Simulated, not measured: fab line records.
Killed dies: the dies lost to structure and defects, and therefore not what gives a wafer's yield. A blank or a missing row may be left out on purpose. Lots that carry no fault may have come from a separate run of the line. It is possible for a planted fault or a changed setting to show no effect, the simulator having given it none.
Split-lot experiment || flow n5-finfet || 21 wafers read from 7 lots, route of 1938 steps

ABOUT THE SPLIT
At N5_PMOS_HMC_CHANNEL_EPI_ETCH_32 (etches BARC in N2/H2, stops on SiO2, target depth 85.8 nm, time 50.3 s), the setting bias-w was moved away from the recipe's 150 W on 5 of the 21 wafers read, by -11.9% to +15.6%. The other wafers ran this setting at the recipe's value.

The reading comes from the split's own step.

THE READING
rf-vpp-V, in V, at N5_PMOS_HMC_CHANNEL_EPI_ETCH_32 (etches BARC in N2/H2, stops on SiO2, target depth 85.8 nm, time 50.3 s). On this fab line, fault-free wafers typically give 524.3 V with a standard deviation of 2 V.

{"wafer": "L075.1", "tool, chamber at the split": "rie-diel-03, 0", "bias-w as run, W": 173.4, "against the recipe": "+15.6%", "rf-vpp-V, V": 571.6, "against lot-mates on the recipe": "+46.4"}
{"wafer": "L075.2", "tool, chamber at the split": "rie-diel-03, 1", "bias-w as run, W": 173.4, "against the recipe": "+15.6%", "rf-vpp-V, V": 574.6, "against lot-mates on the recipe": "+49.4"}
{"wafer": "L075.4", "tool, chamber at the split": "rie-diel-03, 2", "bias-w as run, W": 150, "against the recipe": "recipe", "rf-vpp-V, V": 525.2, "against lot-mates on the recipe": "-"}
{"wafer": "L080.3", "tool, chamber at the split": "rie-diel-03, 3", "bias-w as run, W": 169.5, "against the recipe": "+13.0%", "rf-vpp-V, V": 570.0, "against lot-mates on the recipe": "+45.4"}
{"wafer": "L080.5", "tool, chamber at the split": "rie-diel-03, 2", "bias-w as run, W": 150, "against the recipe": "recipe", "rf-vpp-V, V": 525.0, "against lot-mates on the recipe": "-"}
{"wafer": "L080.6", "tool, chamber at the split": "rie-diel-03, 1", "bias-w as run, W": 150, "against the recipe": "recipe", "rf-vpp-V, V": 524.3, "against lot-mates on the recipe": "-"}
{"wafer": "L082.1", "tool, chamber at the split": "rie-diel-04, 3", "bias-w as run, W": 150, "against the recipe": "recipe", "rf-vpp-V, V": 525.1, "against lot-mates on the recipe": "-"}
{"wafer": "L082.3", "tool, chamber at the split": "rie-diel-04, 1", "bias-w as run, W": 160.3, "against the recipe": "+6.9%", "rf-vpp-V, V": 545.7, "against lot-mates on the recipe": "+22.5"}
{"wafer": "L082.4", "tool, chamber at the split": "rie-diel-04, 2", "bias-w as run, W": 150, "against the recipe": "recipe", "rf-vpp-V, V": 521.2, "against lot-mates on the recipe": "-"}
{"wafer": "L084.2", "tool, chamber at the split": "rie-diel-03, 0", "bias-w as run, W": 132.2, "against the recipe": "-11.9%", "rf-vpp-V, V": 483.4, "against lot-mates on the recipe": -42.4}
{"wafer": "L084.3", "tool, chamber at the split": "rie-diel-03, 1", "bias-w as run, W": 150, "against the recipe": "recipe", "rf-vpp-V, V": 524.8, "against lot-mates on the recipe": "-"}
{"wafer": "L084.4", "tool, chamber at the split": "rie-diel-03, 2", "bias-w as run, W": 150, "against the recipe": "recipe", "rf-vpp-V, V": 526.8, "against lot-mates on the recipe": "-"}
{"wafer": "L091.1", "tool, chamber at the split": "rie-diel-03, 1", "bias-w as run, W": 150, "against the recipe": "recipe", "rf-vpp-V, V": 524.9, "against lot-mates on the recipe": "-"}
{"wafer": "L091.3", "tool, chamber at the split": "rie-diel-03, 0", "bias-w as run, W": 150, "against the recipe": "recipe", "rf-vpp-V, V": 522.7, "against lot-mates on the recipe": "-"}
{"wafer": "L091.6", "tool, chamber at the split": "rie-diel-03, 2", "bias-w as run, W": 150, "against the recipe": "recipe", "rf-vpp-V, V": 527.0, "against lot-mates on the recipe": "-"}
{"wafer": "L092.1", "tool, chamber at the split": "rie-diel-03, 3", "bias-w as run, W": 150, "against the recipe": "recipe", "rf-vpp-V, V": 527.5, "against lot-mates on the recipe": "-"}
{"wafer": "L092.5", "tool, chamber at the split": "rie-diel-03, 1", "bias-w as run, W": 150, "against the recipe": "recipe", "rf-vpp-V, V": 524.4, "against lot-mates on the recipe": "-"}
{"wafer": "L092.6", "tool, chamber at the split": "rie-diel-03, 2", "bias-w as run, W": 150, "against the recipe": "recipe", "rf-vpp-V, V": 526.4, "against lot-mates on the recipe": "-"}
{"wafer": "L095.3", "tool, chamber at the split": "rie-diel-05, 0", "bias-w as run, W": 150, "against the recipe": "recipe", "rf-vpp-V, V": 526.9, "against lot-mates on the recipe": "-"}
{"wafer": "L095.4", "tool, chamber at the split": "rie-diel-05, 3", "bias-w as run, W": 150, "against the recipe": "recipe", "rf-vpp-V, V": 524.3, "against lot-mates on the recipe": "-"}
{"wafer": "L095.6", "tool, chamber at the split": "rie-diel-05, 2", "bias-w as run, W": 150, "against the recipe": "recipe", "rf-vpp-V, V": 524.6, "against lot-mates on the recipe": "-"}

THE FIT
A straight line over all 21 wafers: rf-vpp-V changes by +3.24 V for each +1% of bias-w; r = +1.00; the points scatter about the line by 2 V.
The same after taking each lot's own level away (the mean of its wafers on the recipe; 21 wafers): +3.26 V for each +1%; r = +1.00; scatter 1.9 V.
That fit puts the effect of the largest move of bias-w on the reading at 51 V.
Measured against the standard deviation above, the lots' own levels, which go from 523.15 to 526.10 V, span 1.5 times it.
So the lot-to-lot level changes the slope little: the two slopes agree.
Check: with one of the wafers moved furthest among these (+15.6%) left out of the fit, the line predicts +52.4 V for it against its lot-mates. Against them it came out at +46.4 V.
Tool readings at the split's step, against how far the setting was moved: rf-vpp-V r = +1.00.

FURTHER SPLITS ON THESE WAFERS
Before the reading, these wafers also passed through other splits. Each is held against what the fit with the lots' levels taken away leaves over:
{"other split on the same wafers": "N5_WELL_APT_EXPOSE_05 dose-mj", "wafers away from the commonest value": 4, "r with rf-vpp-V (lot level and that fit taken away)": -0.39}
{"other split on the same wafers": "N5_PMOS_HMC_CHANNEL_EPI_PEB_07 peb-temp-c", "wafers away from the commonest value": 4, "r with rf-vpp-V (lot level and that fit taken away)": -0.08}

FILE'S OWN FIT
rf-vpp-V changes by +3.32 V for each +1% of bias-w, r = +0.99.
